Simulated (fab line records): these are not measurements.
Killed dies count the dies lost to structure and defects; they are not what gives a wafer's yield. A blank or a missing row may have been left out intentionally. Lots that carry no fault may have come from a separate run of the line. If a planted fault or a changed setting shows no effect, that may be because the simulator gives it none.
fab line records	flow nandHarc
record: lots: 24	wafers: 72	lastDay: 24
route steps=1159 shown A_BONDPAD@1079 HYBRID_BOND@1099 THIN_TSV@1120
lots that met no fault: from a run of the same line without faults
startH: hours from the record's opening day to when the first of the lot's shown wafers began	waitH: hours elapsed since this lot's preceding step	" identical to the entry in the row above	L1.1+2: one row covering several wafers at once	- no value present, or no start provided	* or withheld: withheld	< > ~ a bound
route shown NAME@n: NAME is a module with steps in the file, n the number in the route of the first one	usual: the fault-free wafers' mean and standard deviation	same: alike in all rows	chamber/n: place in a boat	sites: each site's reading	_std_site: the values' standard deviation	_edge_site: inner sites' mean taken away from outer sites' mean	radiusMm: for every site, how far away it sits from the centre of the wafer	mask NAME#n: copy n	behind: the last tool/chamber to shape the wafer	hold: why the lot went on hold/how many hours it stayed there/how the hold came to an end	device: names the non-switching transistor (n, p or np)	end of line: the same wafers' tests at the end of the route	step lacking rows: just its recipe	killed: dies lost to structure and defects at the first sort, not the wafer's yield	map: per-die view of a wafer (x killed, . not killed, _ where there is no die)
set.NAME: the setting as run; set.NAME@STEP: as run at that earlier step	model.NAME: the simulator's own value behind a step, which no gauge read
one table for each step of the route and one row for each wafer, over a sample of lots
services: when a tool's chamber went out of use (startH, in hours from the record's first day, below 0 if earlier), for how many hours, and the reason
== steps ==
step: NHARC_A_BONDPAD_STRIP_15
recipe: o2FlowSccm: 500	arFlowSccm: 0	biasW: 0	chemistry: O2
usual: drypumpMotorCurrentA: 5.8/0.59	oesProductAu: 1.000/0.0066	rfVppV: 58.0/0.87	showerheadPlenumPTorr: 3.55/0.11	throttleValvePct: 17.037/0.009
lot.wafer	tool	chamber	startH	waitH	drypumpMotorCurrentA	oesProductAu	rfHoursCounterH	rfVppV	showerheadPlenumPTorr	throttleValvePct
L075.1	rieDiel-04	1	436.27	0.1	5.1	0.998	5	59.4	3.52	17.034
L075.3	"	2	"	"	6.7	0.993	5	58.1	3.65	17.043
L075.2	"	3	"	"	5.5	0.998	5	57.3	3.56	17.042
L076.4	rieDiel-04	3	436.94	0.1	5.5	1.006	5	57.9	3.56	17.047
L076.3	"	1	"	"	5.1	0.993	5	56.8	3.52	17.032
L076.2	"	2	"	"	6.7	0.986	5	57.5	3.65	17.042
L074.1	rieDiel-13	3	438.44	0.1	5.4	0.993	53	57.4	3.26	17.034
L074.3	"	1	"	"	6.4	1.011	53	57.1	3.27	17.035
L074.5	"	3	"	"	5.4	1.011	-	56.5	3.26	17.045
L078.4	rieDiel-05	1	438.66	0.1	6.1	1.001	14	57.7	3.39	17.046
L078.5	"	1	"	"	6.1	0.994	-	58.0	3.39	17.041
L078.6	"	2	"	"	4.8	0.998	-	57.4	3.51	17.015
L077.1	rieDiel-04	2	438.86	0.1	6.7	0.989	6	57.8	3.65	17.051
L077.5	"	3	"	"	5.5	0.988	-	57.4	3.56	17.023
L077.6	"	0	"	"	6.1	0.993	-	58.3	3.53	17.041
L079.2	rieDiel-04	2	441.64	0.1	6.7	0.991	6	57.8	3.65	17.050
L079.3	"	3	"	"	5.5	0.995	6	58.1	3.56	17.061
L079.1	"	1	"	"	5.1	1.005	5	59.0	3.52	17.024
L081.1	rieDiel-04	0	458.40	0.1	6.0	0.986	6	59.1	3.53	17.032
L081.3	"	1	"	"	5.1	1.000	6	59.1	3.52	17.045
L081.4	"	1	"	"	5.1	0.993	-	59.7	3.52	17.033
L080.1	rieDiel-04	1	463.64	0.1	5.1	1.004	6	58.2	3.52	17.019
L080.4	"	3	"	"	5.6	0.998	6	59.4	3.56	17.026
L080.5	"	1	"	"	5.1	0.997	-	59.4	3.52	17.035
L083.4	rieDiel-13	1	469.25	0.1	6.4	1.006	5	57.8	3.81	17.041
L083.3	"	0	"	"	5.4	1.014	5	56.2	3.37	17.045
L083.6	"	2	"	"	6.3	1.004	-	56.7	3.42	17.043
L082.3	rieDiel-05	3	483.41	0.1	5.0	0.994	21	58.6	3.48	17.050
L082.4	"	1	"	"	6.1	1.006	22	56.9	3.38	17.057
L082.6	"	2	"	"	4.8	1.003	-	57.4	3.50	17.025
L084.1	rieDiel-04	3	496.44	0.1	5.5	1.005	1	57.7	3.56	17.034
L084.6	"	2	"	"	6.7	1.003	-	59.1	3.65	17.043
L084.5	"	3	"	"	5.5	1.001	-	57.6	3.56	17.048
L087.3	rieDiel-04	2	497.02	0.1	6.7	0.991	1	56.7	3.65	17.021
L087.4	"	1	"	"	5.1	0.990	1	59.3	3.52	17.035
L087.5	"	2	"	"	6.7	1.005	-	56.8	3.65	17.045
L088.4	rieDiel-04	1	499.75	0.1	5.1	1.006	1	57.6	3.52	17.040
L088.2	"	2	"	"	6.7	0.995	1	59.2	3.65	17.030
L088.6	"	0	"	"	6.1	0.994	-	57.4	3.53	17.029
L086.4	rieDiel-05	1	510.83	0.1	6.1	0.998	30	58.0	3.38	17.037
L086.1	"	2	"	"	4.7	1.003	29	57.8	3.50	17.038
L086.6	"	1	"	"	6.1	1.010	-	57.2	3.38	17.045
L091.1	rieDiel-04	1	518.92	0.1	5.1	1.005	2	57.8	3.52	17.037
L091.5	"	2	"	"	6.7	1.000	-	56.7	3.65	17.033
L091.6	"	3	"	"	5.6	1.001	-	59.4	3.56	17.057
L085.2	rieDiel-13	0	521.35	0.1	5.4	1.003	21	58.6	3.37	17.053
L085.4	"	3	"	"	5.3	0.994	21	58.6	3.80	17.035
L085.6	"	1	"	"	6.4	0.995	-	57.8	3.80	17.027
L089.1	rieDiel-13	2	524.31	0.1	6.3	1.000	23	58.0	3.41	17.017
L089.4	"	3	"	"	5.3	0.999	22	58.0	3.80	17.041
L089.2	"	0	"	"	5.4	1.005	22	55.7	3.37	17.038
L090.2	rieDiel-04	0	524.37	0.1	6.0	0.994	2	56.4	3.53	17.048
L090.1	"	1	"	"	5.1	1.000	2	57.1	3.52	17.038
L090.6	"	3	"	"	5.6	0.994	-	59.0	3.56	17.040
L093.2	rieDiel-13	2	524.74	0.1	6.3	1.001	23	57.2	3.41	17.041
L093.1	"	3	"	"	5.3	0.990	22	58.4	3.80	17.042
L093.3	"	0	"	"	5.4	1.005	22	56.9	3.37	17.032
L092.3	rieDiel-04	1	525.36	0.1	5.1	0.994	2	58.4	3.52	17.046
L092.2	"	2	"	"	6.7	0.999	2	59.3	3.64	17.022
L092.4	"	0	"	"	6.1	1.003	2	58.0	3.53	17.038
L094.2	rieDiel-04	3	530.58	0.1	5.5	0.998	3	57.8	3.56	17.035
L094.1	"	0	"	"	6.0	1.012	2	59.5	3.53	17.032
L094.6	"	2	"	"	6.7	1.005	-	59.3	3.65	17.024
L097.3	rieDiel-04	3	535.67	0.1	5.5	1.012	3	58.7	3.56	17.031
L097.4	"	2	"	"	6.7	1.014	-	58.4	3.64	17.030
L097.6	"	0	"	"	6.0	1.013	-	57.4	3.52	17.044
L095.1	rieDiel-04	2	536.12	0.1	6.7	0.999	3	57.6	3.64	17.040
L095.2	"	3	"	"	5.5	1.000	3	57.9	3.56	17.036
L095.3	"	0	"	"	6.1	1.005	3	57.7	3.52	17.046
L096.2	rieDiel-04	1	543.17	0.1	5.1	0.999	2	57.0	3.52	17.043
L096.5	"	0	"	"	6.0	1.012	-	58.0	3.52	17.033
L096.6	"	1	"	"	5.1	1.009	-	57.8	3.52	17.034
step: NHARC_A_BONDPAD_PRE_CLEAN_26
recipe: timeS: 30	tempC: 280	gas: H2/He
usual: heaterPowerW: 400/33	susceptorTempC: 279.97/0.2
lot.wafer	tool	chamber	startH	waitH	heaterPowerW	susceptorTempC
L075.2	pvdSputter-02	-	-	-	459	280.05
L075.3	"	-	"	"	423	280.12
L075.1	"	-	"	"	368	280.09
L076.2	pvdSputter-02	-	-	-	355	279.91
L076.3	"	-	"	"	469	279.56
L076.4	"	-	"	"	404	280.00
L074.1	pvdSputter-02	-	-	-	444	280.15
L074.3	"	-	"	"	430	279.86
L074.5	"	-	"	"	449	280.22
L078.4	pvdSputter-01	-	-	-	372	280.16
L078.5	"	-	"	"	373	280.05
L078.6	"	-	"	"	362	280.01
L077.1	pvdSputter-03	-	-	-	425	279.69
L077.6	"	-	"	"	361	279.76
L077.5	"	-	"	"	373	280.11
L079.3	pvdSputter-01	-	-	-	412	-
L079.1	"	-	"	"	365	-
L079.2	"	-	"	"	370	-
L081.1	pvdSputter-02	-	-	-	438	279.85
L081.4	"	-	"	"	360	279.84
L081.3	"	-	"	"	460	280.42
L080.1	pvdSputter-02	-	-	-	360	280.23
L080.4	"	-	"	"	447	280.15
L080.5	"	-	"	"	405	279.94
L083.3	pvdSputter-02	-	-	-	425	280.20
L083.4	"	-	"	"	407	279.59
L083.6	"	-	"	"	451	279.97
L082.4	pvdSputter-03	-	-	-	373	279.71
L082.3	"	-	"	"	371	279.93
L082.6	"	-	"	"	389	279.75
L084.1	pvdSputter-03	-	-	-	362	279.99
L084.5	"	-	"	"	389	279.99
L084.6	"	-	"	"	394	279.92
L087.3	pvdSputter-02	-	-	-	363	-
L087.4	"	-	"	"	457	-
L087.5	"	-	"	"	399	-
L088.2	pvdSputter-01	-	-	-	464	-
L088.4	"	-	"	"	362	-
L088.6	"	-	"	"	406	-
L086.4	pvdSputter-02	-	-	-	359	-
L086.1	"	-	"	"	461	-
L086.6	"	-	"	"	365	-
L091.1	pvdSputter-03	-	-	-	389	280.06
L091.6	"	-	"	"	387	280.02
L091.5	"	-	"	"	388	280.17
L085.2	pvdSputter-03	-	-	-	374	279.93
L085.4	"	-	"	"	401	279.63
L085.6	"	-	"	"	383	280.15
L089.4	pvdSputter-02	-	-	-	461	280.11
L089.2	"	-	"	"	400	279.80
L089.1	"	-	"	"	370	280.01
L090.1	pvdSputter-03	-	-	-	368	279.85
L090.2	"	-	"	"	394	279.95
L090.6	"	-	"	"	376	279.75
L093.2	pvdSputter-01	-	-	-	373	279.96
L093.1	"	-	"	"	372	279.77
L093.3	"	-	"	"	380	280.00
L092.4	pvdSputter-03	-	525.98	-	379	279.58
L092.3	"	-	"	"	368	280.01
L092.2	"	-	"	"	393	280.13
L094.2	pvdSputter-03	-	-	-	386	279.76
L094.1	"	-	"	"	362	279.90
L094.6	"	-	"	"	401	279.78
L097.4	pvdSputter-03	-	-	-	387	280.10
L097.3	"	-	"	"	368	280.01
L097.6	"	-	"	"	399	280.47
L095.1	pvdSputter-02	-	-	-	363	279.83
L095.2	"	-	"	"	465	279.67
L095.3	"	-	"	"	427	280.29
L096.2	pvdSputter-01	-	-	-	375	279.74
L096.5	"	-	"	"	370	280.29
L096.6	"	-	"	"	371	280.11
step: NHARC_HYBRID_BOND_OVL_MEAS_05
usual: overlayXNm: 1/35	overlayYNm: -2/31
lot.wafer	tool	chamber	startH	waitH	overlayXNm	overlayYNm
L075.1	overlay-01	-	448.10	0.4	42	24
L075.2	"	-	"	"	-16	19
L075.3	"	-	"	"	-34	15
L076.2	overlay-02	-	448.10	0.4	-10	-16
L076.3	"	-	"	"	-30	29
L076.4	"	-	"	"	10	-17
L074.1	overlay-01	-	448.11	0.4	-8	28
L074.3	"	-	"	"	-15	-16
L074.5	"	-	"	"	-4	-10
L077.1	overlay-01	-	452.79	0.4	-34	-52
L077.5	"	-	"	"	20	22
L077.6	"	-	"	"	35	18
L078.4	overlay-02	-	452.80	0.4	5	-12
L078.5	"	-	"	"	25	-33
L078.6	"	-	"	"	-18	-27
L079.1	overlay-01	-	452.80	0.4	42	-18
L079.2	"	-	"	"	-33	44
L079.3	"	-	"	"	20	32
L081.1	overlay-01	-	470.36	0.4	-54	36
L081.3	"	-	"	"	32	-16
L081.4	"	-	"	"	-60	58
L080.1	overlay-02	-	478.06	0.4	89	-13
L080.4	"	-	"	"	-20	-31
L080.5	"	-	"	"	23	-13
L083.3	overlay-01	-	478.08	0.4	-2	39
L083.4	"	-	"	"	-29	-4
L083.6	"	-	"	"	67	13
L082.3	overlay-02	-	498.31	0.4	-65	-39
L082.4	"	-	"	"	56	-9
L082.6	"	-	"	"	-58	33
L084.1	overlay-01	-	512.94	0.4	-5	30
L084.5	"	-	"	"	10	23
L084.6	"	-	"	"	-56	-73
L088.2	overlay-02	-	512.95	0.4	51	10
L088.4	"	-	"	"	39	17
L088.6	"	-	"	"	11	-6
L087.3	overlay-01	-	512.96	0.4	-40	19
L087.4	"	-	"	"	10	18
L087.5	"	-	"	"	-26	17
L086.1	overlay-02	-	523.66	0.4	-42	25
L086.4	"	-	"	"	12	-24
L086.6	"	-	"	"	21	-25
L091.1	overlay-02	-	532.17	0.4	21	28
L091.5	"	-	"	"	-9	-16
L091.6	"	-	"	"	-5	53
L085.2	overlay-01	-	532.18	0.4	25	16
L085.4	"	-	"	"	18	-24
L085.6	"	-	"	"	-9	3
L089.1	overlay-01	-	536.36	0.4	7	8
L089.2	"	-	"	"	5	11
L089.4	"	-	"	"	0	-24
L090.1	overlay-02	-	536.36	0.4	13	9
L090.2	"	-	"	"	35	-26
L090.6	"	-	"	"	43	-50
L093.1	overlay-01	-	536.37	0.4	40	-11
L093.2	"	-	"	"	39	56
L093.3	"	-	"	"	8	41
L092.2	overlay-02	-	536.37	0.4	56	67
L092.3	"	-	"	"	50	22
L092.4	"	-	"	"	-40	-41
L094.1	overlay-01	-	542.55	0.4	-21	-13
L094.2	"	-	"	"	-13	-30
L094.6	"	-	"	"	-37	-26
L095.1	overlay-01	-	548.98	0.4	27	-7
L095.2	"	-	"	"	13	-14
L095.3	"	-	"	"	-3	33
L097.3	overlay-02	-	548.98	0.4	-42	-40
L097.4	"	-	"	"	-78	-44
L097.6	"	-	"	"	-20	-45
L096.2	overlay-01	-	555.07	0.4	19	-10
L096.5	"	-	"	"	-28	14
L096.6	"	-	"	"	5	-40
step: NHARC_THIN_TSV_ETCH_15
recipe: targetDepthA: 30000	boschTargetOveretchCycles: 2	boschEtchStepS: 2.8	boschDepStepS: 1.2	boschCycles: 14
usual: drypumpMotorCurrentA: 5.9/0.42
lot.wafer	tool	chamber	startH	waitH	drypumpMotorCurrentA	rfHoursCounterH
L076.4	rieSi-04	2	451.93	-	6.4	1.4
L076.2	"	3	"	"	6.3	1.2
L076.3	"	0	"	"	6.0	1.3
L075.3	rieSi-02	3	453.28	-	5.6	0.5
L075.2	"	0	"	"	5.8	0.5
L075.1	"	2	"	"	5.7	0.5
L074.3	rieSi-02	3	455.67	-	5.6	0.6
L074.1	"	0	"	"	5.8	0.6
L074.5	"	2	"	"	5.7	-
L077.1	rieSi-05	1	457.41	-	4.6	0.3
L077.5	"	2	"	"	5.5	-
L077.6	"	3	"	"	6.0	-
L078.4	rieSi-05	2	458.60	-	5.5	0.4
L078.5	"	3	"	"	6.0	-
L078.6	"	0	"	"	6.2	-
L079.3	rieSi-02	3	459.94	-	5.6	0.7
L079.1	"	1	"	"	6.1	0.7
L079.2	"	2	"	"	5.7	0.7
L081.1	rieSi-05	0	474.02	-	6.2	0.4
L081.3	"	1	"	"	4.6	0.4
L081.4	"	2	"	"	5.5	0.4
L080.4	rieSi-04	1	481.92	-	5.9	0.2
L080.1	"	3	"	"	6.4	0.2
L080.5	"	2	"	"	6.4	-
L083.3	rieSi-05	1	483.01	-	4.6	0.5
L083.4	"	2	"	"	5.5	0.5
L083.6	"	2	"	"	5.5	-
L082.3	rieSi-02	1	501.92	-	6.1	1.0
L082.4	"	2	"	"	5.7	1.0
L082.6	"	1	"	"	6.1	-
L084.1	rieSi-05	0	516.59	-	6.1	0.8
L084.5	"	2	"	"	5.5	-
L084.6	"	3	"	"	6.0	-
L088.4	rieSi-02	1	517.94	-	6.1	1.2
L088.2	"	2	"	"	5.7	1.2
L088.6	"	2	"	"	5.8	-
L087.4	rieSi-05	0	519.05	-	6.2	0.8
L087.3	"	1	"	"	4.6	0.8
L087.5	"	3	"	"	6.0	-
L086.4	rieSi-02	1	528.45	-	6.1	1.3
L086.1	"	2	"	"	5.7	1.3
L086.6	"	0	"	"	5.8	-
L091.1	rieSi-02	2	535.75	-	5.7	1.4
L091.5	"	3	"	"	5.6	-
L091.6	"	0	"	"	5.8	-
L085.2	rieSi-04	1	536.92	-	5.9	0.6
L085.4	"	2	"	"	6.3	0.6
L085.6	"	1	"	"	5.9	-
L089.2	rieSi-04	1	539.79	-	5.9	0.6
L089.4	"	2	"	"	6.4	0.6
L089.1	"	3	"	"	6.4	0.6
L090.2	rieSi-05	2	541.12	-	5.5	1.0
L090.1	"	3	"	"	6.0	1.1
L090.6	"	3	"	"	6.0	-
L093.1	rieSi-04	2	542.32	-	6.3	0.7
L093.2	"	3	"	"	6.3	0.6
L093.3	"	1	"	"	6.0	0.7
L092.4	rieSi-02	3	543.53	-	5.6	1.5
L092.3	"	0	"	"	5.7	1.5
L092.2	"	1	"	"	6.1	1.5
L094.2	rieSi-04	2	546.10	-	6.3	0.7
L094.1	"	3	"	"	6.4	0.7
L094.6	"	3	"	"	6.4	-
L097.4	rieSi-04	1	552.55	-	5.9	0.7
L097.3	"	3	"	"	6.4	0.7
L097.6	"	2	"	"	6.4	-
L095.2	rieSi-02	3	553.61	-	5.6	1.6
L095.3	"	0	"	"	5.8	1.6
L095.1	"	2	"	"	5.7	1.6
L096.2	rieSi-05	2	558.63	-	5.5	1.2
L096.6	"	1	"	"	4.6	-
L096.5	"	2	"	"	5.5	-
step: NHARC_THIN_TSV_DESCUM_35
recipe: timeS: 3	o2FlowSccm: 200	arFlowSccm: 0	biasPowerW: 0	chemistry: O2
usual: drypumpMotorCurrentA: 5.5/0.37	oesProductAu: 1.005/0.0071	rfVppV: 57.7/0.9	showerheadPlenumPTorr: 1.89/0.077	throttleValvePct: 11.311/0.0088
lot.wafer	tool	chamber	startH	waitH	drypumpMotorCurrentA	oesProductAu	rfHoursCounterH	rfVppV	showerheadPlenumPTorr	throttleValvePct
L076.3	rieDiel-02	3	457.36	-	4.7	0.996	9	57.4	1.92	11.323
L076.2	"	1	"	"	5.7	1.005	7	58.6	1.90	11.313
L076.4	"	2	"	"	5.4	1.003	9	56.7	1.85	11.307
L075.2	rieDiel-02	0	459.29	-	5.9	1.001	9	57.0	1.79	11.315
L075.3	"	2	"	"	5.3	0.996	9	57.4	1.85	11.304
L075.1	"	3	"	"	4.7	0.991	9	56.9	1.92	11.318
L074.1	rieDiel-09	2	461.66	-	5.7	1.002	2	58.7	2.03	11.305
L074.3	"	1	"	"	5.6	1.009	2	58.6	1.89	11.302
L074.5	"	2	"	"	5.8	1.008	-	58.4	2.03	11.290
L077.1	rieDiel-09	3	462.96	-	5.5	1.011	2	57.4	1.81	11.325
L077.6	"	1	"	"	5.6	1.006	-	57.4	1.89	11.313
L077.5	"	2	"	"	5.8	1.002	-	57.9	2.03	11.315
L078.4	rieDiel-02	3	464.08	-	4.8	1.002	10	57.8	1.92	11.302
L078.6	"	2	"	"	5.3	1.001	-	57.5	1.85	11.314
L078.5	"	3	"	"	4.8	1.000	-	56.6	1.92	11.323
L079.1	rieDiel-09	2	465.26	-	5.7	1.000	2	57.9	2.03	11.320
L079.3	"	3	"	"	5.5	1.006	2	55.6	1.81	11.321
L079.2	"	0	"	"	5.4	1.001	2	57.0	1.97	11.302
L081.1	rieDiel-09	2	479.52	-	5.8	1.018	3	57.9	2.03	11.327
L081.3	"	0	"	"	5.4	1.013	3	57.9	1.97	11.316
L081.4	"	0	"	"	5.4	1.005	-	57.7	1.96	11.295
L080.4	rieDiel-02	3	487.30	-	4.8	1.011	11	56.4	1.92	11.290
L080.1	"	1	"	"	5.7	0.990	9	58.9	1.90	11.310
L080.5	"	3	"	"	4.7	1.005	-	57.2	1.92	11.303
L083.4	rieDiel-09	3	488.60	-	5.5	1.002	5	58.8	1.80	11.327
L083.3	"	2	"	"	5.8	0.999	5	59.2	2.03	11.303
L083.6	"	3	"	"	5.6	0.993	-	58.3	1.80	11.333
L082.3	rieDiel-09	3	507.19	-	5.5	1.006	7	56.4	1.80	11.303
L082.4	"	0	"	"	5.4	1.013	7	59.1	1.96	11.296
L082.6	"	0	"	"	5.4	1.018	-	58.1	1.96	11.311
L084.1	rieDiel-02	0	522.16	-	5.9	1.005	1	58.8	1.79	11.312
L084.5	"	3	"	"	4.7	1.000	-	57.2	1.92	11.311
L084.6	"	0	"	"	5.9	1.003	-	56.2	1.79	11.309
L088.2	rieDiel-02	1	523.29	-	5.7	1.015	1	58.3	1.90	11.299
L088.4	"	0	"	"	5.9	1.008	-	56.9	1.79	11.308
L088.6	"	1	"	"	5.7	0.993	-	59.1	1.90	11.322
L087.3	rieDiel-09	3	524.27	-	5.5	1.002	10	57.6	1.80	11.311
L087.4	"	0	"	"	5.4	0.997	11	58.0	1.96	11.304
L087.5	"	2	"	"	5.8	1.003	-	58.9	2.02	11.313
L086.1	rieDiel-09	3	533.67	-	5.5	1.005	11	58.7	1.80	11.289
L086.4	"	1	"	"	5.6	1.007	8	57.8	1.89	11.313
L086.6	"	3	"	"	5.5	1.006	-	58.9	1.80	11.310
L091.1	rieDiel-11	1	540.94	-	5.6	1.006	11	58.2	1.95	11.318
L091.5	"	2	"	"	6.4	1.011	-	58.1	1.78	11.321
L091.6	"	3	"	"	5.7	1.018	-	58.2	1.97	11.321
L085.2	rieDiel-02	0	542.74	-	5.9	1.003	3	57.8	1.79	11.317
L085.4	"	1	"	"	5.7	0.991	3	57.2	1.90	11.315
L085.6	"	0	"	"	5.9	0.999	-	58.0	1.79	11.315
L089.2	rieDiel-02	0	547.36	-	5.9	1.011	4	58.0	1.79	11.302
L089.1	"	2	"	"	5.4	1.008	2	55.8	1.85	11.329
L089.4	"	3	"	"	4.7	1.007	4	59.9	1.92	11.313
L090.1	rieDiel-09	2	550.00	-	5.8	1.006	11	58.3	2.02	11.308
L090.2	"	3	"	"	5.5	1.002	12	57.2	1.80	11.312
L090.6	"	1	"	"	5.6	1.005	-	57.5	1.89	11.300
L093.3	rieDiel-09	1	550.70	-	5.6	1.008	10	58.5	1.89	11.316
L093.1	"	2	"	"	5.8	0.990	11	56.7	2.02	11.312
L093.2	"	3	"	"	5.5	1.001	12	58.6	1.80	11.313
L092.4	rieDiel-02	3	551.54	-	4.8	1.010	4	57.6	1.92	11.308
L092.3	"	0	"	"	5.9	1.008	4	56.6	1.79	11.312
L092.2	"	1	"	"	5.7	0.997	4	56.7	1.90	11.301
L094.2	rieDiel-11	2	552.78	-	6.4	1.005	0	57.1	1.78	11.321
L094.1	"	0	"	"	6.2	0.999	0	58.9	1.79	11.327
L094.6	"	2	"	"	6.4	1.006	-	57.3	1.78	11.307
L097.4	rieDiel-09	1	557.93	-	5.6	1.016	11	57.6	1.89	11.324
L097.3	"	3	"	"	5.5	0.996	13	57.2	1.80	11.307
L097.6	"	1	"	"	5.6	1.015	-	56.6	1.89	11.313
L095.3	rieDiel-02	3	558.88	-	4.7	1.004	4	58.6	1.92	11.318
L095.2	"	0	"	"	5.9	1.015	5	57.4	1.79	11.298
L095.1	"	1	"	"	5.7	1.008	5	57.7	1.90	11.324
L096.2	rieDiel-02	3	563.86	-	4.8	1.008	5	56.9	1.92	11.310
L096.6	"	0	"	"	5.9	1.005	-	57.5	1.79	11.304
L096.5	"	1	"	"	5.7	1.005	-	56.2	1.90	11.312
step: NHARC_THIN_TSV_INSPECT_40
usual: rawDefectCount: 477/95
lot.wafer	tool	chamber	startH	waitH	rawDefectCount
L076.2	defectInspect-01	-	463.41	0.4	628
L076.3	"	-	"	"	413
L076.4	"	-	"	"	408
L075.1	defectInspect-02	-	463.41	0.4	532
L075.2	"	-	"	"	397
L075.3	"	-	"	"	566
L074.1	defectInspect-01	-	466.66	0.4	356
L074.3	"	-	"	"	418
L074.5	"	-	"	"	354
L077.1	defectInspect-02	-	466.66	0.4	425
L077.5	"	-	"	"	406
L077.6	"	-	"	"	449
L079.1	defectInspect-02	-	469.79	0.4	640
L079.2	"	-	"	"	553
L079.3	"	-	"	"	603
L078.4	defectInspect-01	-	469.79	0.4	615
L078.5	"	-	"	"	478
L078.6	"	-	"	"	569
L081.1	defectInspect-02	-	485.05	0.4	363
L081.3	"	-	"	"	381
L081.4	"	-	"	"	386
L080.1	defectInspect-01	-	493.01	0.4	436
L080.4	"	-	"	"	454
L080.5	"	-	"	"	462
L083.3	defectInspect-02	-	493.01	0.4	666
L083.4	"	-	"	"	572
L083.6	"	-	"	"	686
L082.3	defectInspect-01	-	512.91	0.4	484
L082.4	"	-	"	"	432
L082.6	"	-	"	"	419
L084.1	defectInspect-02	-	527.91	0.4	479
L084.5	"	-	"	"	484
L084.6	"	-	"	"	578
L087.3	defectInspect-01	-	527.91	0.4	463
L087.4	"	-	"	"	496
L087.5	"	-	"	"	374
L088.2	defectInspect-01	-	527.91	0.4	408
L088.4	"	-	"	"	450
L088.6	"	-	"	"	493
L086.1	defectInspect-02	-	539.39	0.4	401
L086.4	"	-	"	"	421
L086.6	"	-	"	"	460
L091.1	defectInspect-02	-	548.70	0.4	351
L091.5	"	-	"	"	338
L091.6	"	-	"	"	379
L085.2	defectInspect-01	-	548.70	0.4	506
L085.4	"	-	"	"	502
L085.6	"	-	"	"	481
L089.1	defectInspect-02	-	553.51	0.4	521
L089.2	"	-	"	"	453
L089.4	"	-	"	"	289
L093.1	defectInspect-01	-	553.51	0.4	705
L093.2	"	-	"	"	763
L093.3	"	-	"	"	515
L090.1	defectInspect-02	-	553.52	0.4	402
L090.2	"	-	"	"	495
L090.6	"	-	"	"	444
L094.1	defectInspect-01	-	557.27	0.4	470
L094.2	"	-	"	"	565
L094.6	"	-	"	"	485
L092.2	defectInspect-02	-	557.27	0.4	430
L092.3	"	-	"	"	484
L092.4	"	-	"	"	473
L095.1	defectInspect-01	-	563.63	0.4	394
L095.2	"	-	"	"	429
L095.3	"	-	"	"	426
L097.3	defectInspect-02	-	563.64	0.4	554
L097.4	"	-	"	"	460
L097.6	"	-	"	"	474
L096.2	defectInspect-01	-	569.56	0.4	459
L096.5	"	-	"	"	441
L096.6	"	-	"	"	462
== services ==
tool	chamber	startH	hours	kind
rieSi-05	-	416.00	9.0	pm
rieDiel-04	0	420.40	-	clean
rieDiel-09	-	431.12	9.0	pm
rieSi-04	-	453.00	9.0	pm
rieDiel-13	-	453.21	9.0	pm
rieDiel-04	2	455.44	6.3	repair
pvdSputter-03	-	458.04	10.0	pm
rieDiel-05	-	458.16	1.0	repair
rieDiel-04	-	465.90	9.0	pm
rieDiel-02	1	474.30	3.7	repair
rieDiel-09	1	475.96	10.1	repair
rieSi-04	-	498.14	0.3	repair
rieDiel-05	3	501.35	4.8	repair
rieDiel-02	-	504.70	9.0	pm
pvdSputter-01	-	514.04	10.0	pm
rieDiel-02	2	515.59	14.8	repair
rieDiel-05	-	517.62	9.0	pm
rieSi-05	1	525.62	22.5	repair
pvdSputter-02	-	525.97	4.2	repair
rieDiel-04	1	526.34	10.0	repair
rieDiel-11	-	543.50	9.0	pm
rieDiel-13	1	551.90	16.1	repair
pvdSputter-01	-	561.93	2.9	repair
rieSi-05	1	562.97	1.3	repair
== key ==
fault none
